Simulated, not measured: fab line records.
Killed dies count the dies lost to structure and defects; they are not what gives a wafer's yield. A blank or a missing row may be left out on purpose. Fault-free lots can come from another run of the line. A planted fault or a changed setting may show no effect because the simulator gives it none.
Chamber matching | flow nand-harc | NHARC_P_M2_DEP_33 on pecvd-02: 3 sister chambers
The step deposits SiCN, target thk 30 nm. 16 wafers are shown with their chamber, then 8 later ones without.

WAFERS, EACH WITH ITS CHAMBER
wafer  | chamber | heater-power-w (W) | rf-fwd-power-W (W)
L082.1 | 1       | 624                | 449.0
L082.2 | 2       | 504                | 450.4
L082.4 | 0       | 564                | 449.9
L086.3 | 2       | 471                | 450.5
L086.4 | 1       | 584                | 450.0
L086.5 | 2       | 472                | 451.1
L088.1 | 1       | 635                | 446.7
L088.5 | 0       | 592                | 446.8
L088.6 | 1       | 646                | 446.1
L089.1 | 0       | 565                | 448.5
L089.4 | 2       | 541                | 449.4
L089.5 | 1       | 595                | 450.5
L090.1 | 0       | 586                | 449.6
L090.5 | 1       | 624                | 449.3
L090.6 | 2       | 547                | 450.2
L092.1 | 0       | 568                | 447.9

SIGNATURES, as means of the wafers listed above
reading        | chamber 0 | chamber 1 | chamber 2 | scatter within a chamber
heater-power-w | 575.00    | 618.00    | 507.00    | 26
rf-fwd-power-W | 448.540   | 448.600   | 450.320   | 1.36
Rule: for a wafer and a chamber, the distance is found by dividing, reading by reading, the gap between the wafer's reading and the chamber's mean by the reading's scatter, squaring, summing and taking the root. The wafer belongs to the nearest chamber; if the next one is less than 2 further off, it can't be placed. The scatter is the square root of a quotient: the sum, over the shown wafers, of each reading's squared deviation from its chamber's mean, divided by wafers minus chambers.

WAFERS WHOSE CHAMBER IS MISSING
wafer  | heater-power-w (W) | rf-fwd-power-W (W)
L092.3 | 467                | 451.2
L092.5 | 475                | 448.6
L093.2 | 625                | 449.2
L093.3 | 591                | 449.8
L093.6 | 642                | 447.9
L094.2 | 521                | 451.0
L094.4 | 490                | 447.2
L094.5 | 585                | 448.5

WHICH CHAMBER EACH WENT THROUGH
wafer  | from the rows above     | in truth
L092.3 | 2                       | 2
L092.5 | 2                       | 2
L093.2 | can't be placed: 1 or 0 | 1
L093.3 | can't be placed: 0 or 1 | 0
L093.6 | can't be placed: 1 or 0 | 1
L094.2 | 2                       | 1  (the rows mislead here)
L094.4 | can't be placed: 2 or 0 | 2
L094.5 | can't be placed: 0 or 1 | 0
Correct placement for 2 of the 8. From these rows, 5 cannot be placed; in 5 the true chamber is one of the candidates. Placed wrongly: 1.
